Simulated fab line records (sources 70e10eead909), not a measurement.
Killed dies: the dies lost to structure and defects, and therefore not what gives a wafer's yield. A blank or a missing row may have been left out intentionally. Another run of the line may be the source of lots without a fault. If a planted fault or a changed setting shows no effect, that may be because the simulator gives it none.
Matching of chambers -- flow nand_harc -- 4 sister chambers for NHARC_A_SLIT_ETCH_24 on rie_diel-10
The step etches the open film in CF4/CHF3, target depth 121 nm, time 60.5 s. 8 wafers are shown with their chamber, then 8 later ones without.

== WAFERS PAIRED WITH THEIR CHAMBERS ==
wafer,chamber,drypump_motor_current_A (A),rf_vpp_V (V)
L078.2,2,5.8,370.6
L079.1,1,5.8,368.0
L079.3,0,6.4,373.1
L079.5,3,5.5,373.3
L080.3,2,5.8,371.1
L080.4,0,6.4,370.5
L080.5,3,5.5,373.6
L087.1,1,5.9,368.6

== WAFERS MISSING THEIR CHAMBER ==
wafer,drypump_motor_current_A (A),rf_vpp_V (V)
L087.2,5.8,371.6
L087.3,6.3,372.8
L094.1,5.7,371.8
L094.3,6.3,374.3
L094.5,5.9,367.7
L094.2,5.9,368.5
L094.4,5.5,374.7
L094.6,6.3,371.9

== EACH ONE'S CHAMBER ==
wafer,from the rows above,in truth
L087.2,2,2
L087.3,0,0
L094.1,2,2
L094.3,0,0
L094.5,1,1
L094.2,1,1
L094.4,3,3
L094.6,0,0
Placed correctly: 8 of 8. From these rows, 0 cannot be placed. Placed wrongly: 0.
How it was worked out, from the rows above alone: a wafer's distance from a chamber is the root of the sum, over the readings, of the square of ((its reading less the chamber's mean) divided by the reading's scatter). If the next closest chamber is less than 2 further off than the closest, the wafer can't be placed; otherwise it belongs to the closest. The mean given for a chamber averages the wafers shown for that chamber. The scatter: the root of (the sum of the squares of (reading less its chamber's mean) over the shown wafers, divided by (wafers less chambers)).
